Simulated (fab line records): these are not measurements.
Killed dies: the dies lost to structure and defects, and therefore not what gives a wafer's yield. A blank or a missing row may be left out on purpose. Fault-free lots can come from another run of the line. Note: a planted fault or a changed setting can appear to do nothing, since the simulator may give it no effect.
The tool behind it: which one? + flow nand-harc + 12 lots, 36 wafers sampled, at 1 step of a route of 1302

## WHAT THE GAUGES READ, wafer by wafer
NHARC_P_M0_INSPECT_27.
| lot  | measured     | on                | raw-defect-count |
|------|--------------|-------------------|------------------|
| L075 | day 6 12:50  | defect-inspect-02 | 192 151 153      |
| L077 | day 7 08:46  | defect-inspect-01 | 412 148 367      |
| L079 | day 8 05:56  | defect-inspect-02 | 117 132 95       |
| L081 | day 9 01:25  | defect-inspect-01 | 322 246 298      |
| L083 | day 9 17:23  | defect-inspect-01 | 288 223 267      |
| L085 | day 11 01:32 | defect-inspect-02 | 291 122 169      |
| L087 | day 11 14:07 | defect-inspect-02 | 127 312 188      |
| L088 | day 12 06:00 | defect-inspect-01 | 355 217 270      |
| L091 | day 13 07:19 | defect-inspect-01 | 206 291 210      |
| L093 | day 14 09:14 | defect-inspect-02 | 143 179 394      |
| L094 | day 14 20:37 | defect-inspect-01 | 296 207 519      |
| L097 | day 15 20:07 | defect-inspect-01 | 367 310 224      |

## TOOL THAT RAN EACH LOT (tool first, then ch and the chambers of the sampled wafers, then the start)
Before these readings, the record contains no process step.

## THE ANSWER, worked out from the rows above alone
Rule: the usual values come from the lots themselves. Put in order of their means at a reading, lots are off if they are a third of the lots or fewer, leave a main group of 4 or more, and stand apart from it by a gap of 3 or more times the standard deviation of the main group's means; of several such gaps the widest counts. A main group whose means are all the same, to the digits that the tables above print for the reading, isn't used. A lot without any number at a reading at which 4 lots or more have one is off too. The other lots that the step has rows for count as sound.
None of the lots is off at any reading shown; this tells nothing.

## WHAT HAD BEEN PUT IN BY THE SIMULATOR
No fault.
